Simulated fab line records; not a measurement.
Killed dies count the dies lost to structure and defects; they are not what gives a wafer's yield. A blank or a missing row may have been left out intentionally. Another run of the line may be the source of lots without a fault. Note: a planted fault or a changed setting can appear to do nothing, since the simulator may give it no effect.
fab line records	flow n5-finfet	part 2 of 2: steps 27 to 34 of 34
record: lots: 5	wafers: 15	last-day: 19
route steps=1938 shown BEOL_M3@1005 BEOL_M4@1021
lots untouched by any fault: they come from a run of this same line in which no faults occurred
start-h: start of the lot's first displayed wafer, in hours after the record's first day	wait-h: hours elapsed since this lot's preceding step	" same as the row above	L1.1+2: one row covering several wafers at once	- no value present, or no start provided	* or withheld: withheld	< > ~ a bound
route shown NAME@n: NAME is a module with steps in the file, n the number in the route of the first one	usual: mean/standard deviation taken from wafers without a fault	same: alike in all rows	chamber/n: place in a boat	sites: each site's reading	_std_site: their standard deviation	_edge_site: the outer-site mean with the inner-site mean subtracted	radius-mm: how far each site lies from the wafer's centre	mask NAME#n: copy n	behind: tool/chamber where the wafer was last shaped	hold: cause of the lot's hold/its duration in hours/its outcome	device: the n, p or np transistor that did not switch	end of line: the same wafers' tests at the end of the route	for a step that has no rows: nothing shown but its recipe	killed: not the wafer's yield, but the dies lost to structure and defects at the first sort	map: shows each die of a wafer: x if killed, . if not, _ if none is there
set.NAME: the setting that was run; set.NAME@STEP: the one run at that earlier step	model.NAME: the simulator's own value behind a step, which no gauge read
lots seen at some steps along the route; tables by step, rows by wafer
services: when a tool's chamber went out of use (start-h, in hours from the record's first day, below 0 if earlier), for how many hours, and the reason
== steps ==
step: N5_BEOL_M4_EXPOSE_08
recipe: mask-id: M4	na: 0.33	source-shape: dipole	sigma-inner: 0.369	sigma-outer: 0.767	polarization: unpolarized	dose-mj: 41.25
usual: reticle-temp-C: 22.99/0.11	stage-msd-nm: 0.78/0.06
same: dipole-opening-deg: 79.7
lot.wafer	tool	chamber	start-h	wait-h	mask	reticle-temp-C	stage-msd-nm
L076.3	euv-scanner-01	0	178.87	-	M4#0	23.04	0.75
L076.4	"	0	"	"	M4#0	22.94	0.75
L076.5	"	0	"	"	M4#0	22.92	0.75
L078.2	euv-scanner-02	0	197.36	-	M4#0	22.92	0.85
L078.5	"	0	"	"	M4#0	23.11	0.85
L078.6	"	0	"	"	M4#0	22.81	0.85
L086.2	euv-scanner-02	0	271.30	-	M4#0	23.03	0.85
L086.4	"	0	"	"	M4#0	23.08	0.85
L086.6	"	0	"	"	M4#0	23.01	0.84
L092.1	euv-scanner-01	0	281.06	-	M4#0	23.18	0.71
L092.4	"	0	"	"	M4#0	23.10	0.71
L092.5	"	0	"	"	M4#0	22.92	0.72
L097.2	euv-scanner-02	0	325.21	-	M4#0	22.82	0.84
L097.4	"	0	"	"	M4#0	22.97	0.84
L097.5	"	0	"	"	M4#0	22.81	0.84
step: N5_BEOL_M4_PEB_09
recipe: peb-temp-c: 100	peb-time-s: 60	resist: CAR-EUV
lot.wafer	tool	chamber	start-h	wait-h
L076.3+4+5	litho-track-02	0	178.92	0.0
L078.2+5+6	litho-track-02	0	197.42	0.1
L086.2+4+6	litho-track-05	0	271.35	0.1
L092.1+4+5	litho-track-05	0	281.13	0.1
L097.2+4+5	litho-track-02	0	325.27	0.1
step: N5_BEOL_M4_DEVELOP_10
recipe: develop-time-s: 30	developer: TMAH	resist: CAR-EUV	rinse-liquid: surfactant-rinse	dry: air-spin	dev-temp-c: 23
lot.wafer	tool	chamber	start-h	wait-h
L076.3+4+5	litho-track-02	0	-	-
L078.2+5+6	litho-track-02	0	-	-
L086.2+4+6	litho-track-05	0	-	-
L092.1+4+5	litho-track-05	0	-	-
L097.2+4+5	litho-track-02	0	-	-
step: N5_BEOL_M4_CD_MEAS_11
recipe: target-cd-nm: 16.79	landing-energy-ev: 500	detector: se-inlens	polarity: opening
usual: cd-nm: 16.78/0.24
lot.wafer	tool	chamber	start-h	wait-h	cd-nm
L076.3	cd-sem-03	0	178.99	-	17.04
L076.4	"	0	"	"	16.90
L076.5	"	0	"	"	16.49
L078.2	cd-sem-03	0	197.49	-	16.88
L078.5	"	0	"	"	17.06
L078.6	"	0	"	"	16.56
L086.2	cd-sem-03	0	271.42	-	16.72
L086.4	"	0	"	"	16.90
L086.6	"	0	"	"	16.77
L092.1	cd-sem-01	0	281.19	-	16.79
L092.4	"	0	"	"	16.48
L092.5	"	0	"	"	16.77
L097.2	cd-sem-02	0	325.33	-	16.85
L097.4	"	0	"	"	17.23
L097.5	"	0	"	"	16.96
step: N5_BEOL_M4_OVL_MEAS_12
recipe: points-per-wafer: 522
usual: M4_OVL: 0.3/0.64
lot.wafer	tool	chamber	start-h	wait-h	M4_OVL[nm]
L076.3	overlay-02	0	179.03	0.0	0.7
L076.4	"	0	"	"	1.6
L076.5	"	0	"	"	0.7
L078.2	overlay-01	0	197.52	0.0	0.3
L078.5	"	0	"	"	1.8
L078.6	"	0	"	"	0.3
L086.2	overlay-02	0	271.46	0.0	0.2
L086.4	"	0	"	"	0.7
L086.6	"	0	"	"	0.5
L092.1	overlay-02	0	281.22	0.0	1.0
L092.4	"	0	"	"	-0.4
L092.5	"	0	"	"	1.2
L097.2	overlay-01	0	325.37	0.0	-0.1
L097.4	"	0	"	"	0.4
L097.5	"	0	"	"	-0.1
step: N5_BEOL_M4_INSPECT_13
recipe: mode: adi	inspect-instrument: brightfield
usual: raw-defect-count: 429/100
lot.wafer	tool	chamber	start-h	wait-h	raw-defect-count
L076.3	defect-inspect-01	-	179.07	0.0	314
L076.4	"	-	"	"	392
L076.5	"	-	"	"	287
L078.2	defect-inspect-02	-	197.58	0.0	359
L078.5	"	-	"	"	396
L078.6	"	-	"	"	570
L086.2	defect-inspect-01	-	271.51	0.0	511
L086.4	"	-	"	"	510
L086.6	"	-	"	"	390
L092.1	defect-inspect-02	-	281.28	0.1	441
L092.4	"	-	"	"	371
L092.5	"	-	"	"	309
L097.2	defect-inspect-02	-	325.42	0.0	402
L097.4	"	-	"	"	390
L097.5	"	-	"	"	442
step: N5_BEOL_M4_DESCUM_16
recipe: chemistry: O2	time-s: 7	source-power-w: 50	bias-power-w: 20	pressure-mtorr: 20	rf-frequency-hz: 2.712e+07	temp-c: 40	resist: CAR-EUV	o2-flow-sccm: 225
usual: drypump-motor-current-A: 5.7/0.43	oes-product-au: 0.77/0.086	rf-fwd-power-W: 49.38/0.27	rf-vpp-V: 243.4/1.2	showerhead-plenum-p-Torr: 2.11/0.041	throttle-valve-pct: 20.47/0.23
lot.wafer	tool	chamber	start-h	wait-h	drypump-motor-current-A	oes-product-au	rf-fwd-power-W	rf-hours-counter-h	rf-vpp-V	showerhead-plenum-p-Torr	throttle-valve-pct
L076.3	rie-diel-05	2	179.15	0.1	5.5	0.68	49.59	219	243.5	2.08	20.46
L076.4	"	0	"	"	6.2	0.73	49.14	170	244.5	2.11	20.79
L076.5	"	3	"	"	5.3	0.89	49.03	-	242.9	2.12	20.21
L078.2	rie-diel-06	2	197.61	0.0	6.3	0.71	49.19	210	245.0	2.06	20.45
L078.5	"	0	"	"	5.8	0.89	49.16	-	243.7	2.12	20.39
L078.6	"	1	"	"	5.8	0.84	49.47	-	243.8	2.11	20.00
L086.2	rie-diel-05	3	271.54	0.0	5.3	0.85	49.05	60	243.8	2.11	20.24
L086.4	"	2	"	"	5.5	0.67	49.44	247	241.5	2.07	20.50
L086.6	"	3	"	"	5.3	0.84	49.13	-	244.1	2.11	20.27
L092.1	rie-diel-05	3	281.32	0.0	5.3	0.83	49.07	65	244.5	2.11	20.26
L092.4	"	0	"	"	6.2	0.69	49.41	-	243.9	2.09	20.85
L092.5	"	1	"	"	5.4	0.70	49.42	-	242.9	2.06	20.67
L097.2	rie-diel-05	0	325.61	0.2	6.2	0.68	49.55	224	243.0	2.09	20.88
L097.4	"	3	"	"	5.4	0.81	48.87	83	245.0	2.10	20.28
L097.5	"	3	"	"	5.3	0.80	48.96	-	243.8	2.10	20.29
step: N5_BEOL_M4_ETCH_74
recipe: chemistry: N2/H2	target: underlayer	target-depth-a: 65	mask-material: CAR-EUV	time-s: 5.2	ion-energy-ev: 200	pressure-mtorr: 30	source-w: 840	bias-w: 150	n2-flow-sccm: 200	h2-flow-sccm: 200	ends: cleared
usual: drypump-motor-current-A: 5.7/0.43	etch-rf-on-time-s: 5.22/0.11	oes-product-au: 0.66/0.072	rf-fwd-power-W: 819.9/2.5	rf-vpp-V: 524.4/1.8	showerhead-plenum-p-Torr: 2.55/0.053	throttle-valve-pct: 17.88/0.18
lot.wafer	tool	chamber	start-h	wait-h	drypump-motor-current-A	etch-rf-on-time-s	oes-product-au	rf-fwd-power-W	rf-hours-counter-h	rf-vpp-V	showerhead-plenum-p-Torr	throttle-valve-pct
L076.3	rie-diel-05	2	179.19	0.0	5.5	5.25	0.59	823.8	219	524.0	2.52	17.86
L076.4	"	0	"	"	6.2	5.14	0.62	821.2	170	524.9	2.52	18.01
L076.5	"	3	"	"	5.3	4.92	0.77	823.2	-	526.4	2.60	17.81
L078.2	rie-diel-06	2	197.65	0.0	6.3	5.21	0.60	821.9	210	524.1	2.51	17.87
L078.5	"	0	"	"	5.8	5.08	0.75	821.9	-	525.0	2.58	17.85
L078.6	"	1	"	"	5.7	5.12	0.72	818.1	-	525.1	2.61	17.74
L086.2	rie-diel-05	3	271.58	0.0	5.3	5.15	0.71	818.0	60	523.0	2.59	17.90
L086.4	"	2	"	"	5.5	5.41	0.56	823.8	247	522.5	2.51	17.89
L086.6	"	3	"	"	5.4	5.08	0.72	820.6	-	524.8	2.59	17.91
L092.1	rie-diel-05	3	281.35	0.0	5.3	5.00	0.71	823.1	65	526.1	2.59	17.91
L092.4	"	0	"	"	6.3	5.31	0.59	822.6	-	523.3	2.51	18.08
L092.5	"	1	"	"	5.4	5.17	0.61	819.5	-	524.0	2.52	18.11
L097.2	rie-diel-05	0	325.64	0.0	6.3	5.39	0.57	825.6	224	522.5	2.50	18.10
L097.4	"	3	"	"	5.3	5.06	0.70	818.8	83	524.2	2.58	17.93
L097.5	"	3	"	"	5.3	5.00	0.70	811.4	-	526.1	2.58	17.92
== services ==
tool	chamber	start-h	hours	kind
cmp-04	-	148.68	4.0	pm
cmp-04	-	155.04	0.3	repair
ecd-cu-01	-	156.06	1.7	repair
cvd-co-02	-	158.69	6.9	pm
euv-scanner-01	-	160.84	1.0	pm
euv-scanner-02	-	161.88	1.0	pm
pecvd-03	-	162.43	2.2	repair
pecvd-02	-	165.07	2.8	pm
euv-scanner-02	-	200.07	0.3	repair
pecvd-04	-	203.08	1.3	repair
euv-scanner-02	-	218.00	1.0	pm
euv-scanner-02	-	221.01	12.0	pm
pecvd-03	1	223.73	6.0	repair
pecvd-03	2	234.72	9.0	repair
pecvd-04	0	256.02	5.2	repair
euv-scanner-02	-	259.34	5.8	pm
euv-scanner-02	-	265.66	4.6	pm
euv-scanner-02	-	273.33	1.3	repair
euv-scanner-02	-	274.67	1.0	pm
ecd-cu-02	-	275.36	2.4	repair
euv-scanner-02	-	282.83	0.5	repair
ecd-cu-02	-	292.19	3.8	repair
pecvd-04	2	301.00	2.5	repair
euv-scanner-02	-	301.81	0.1	repair
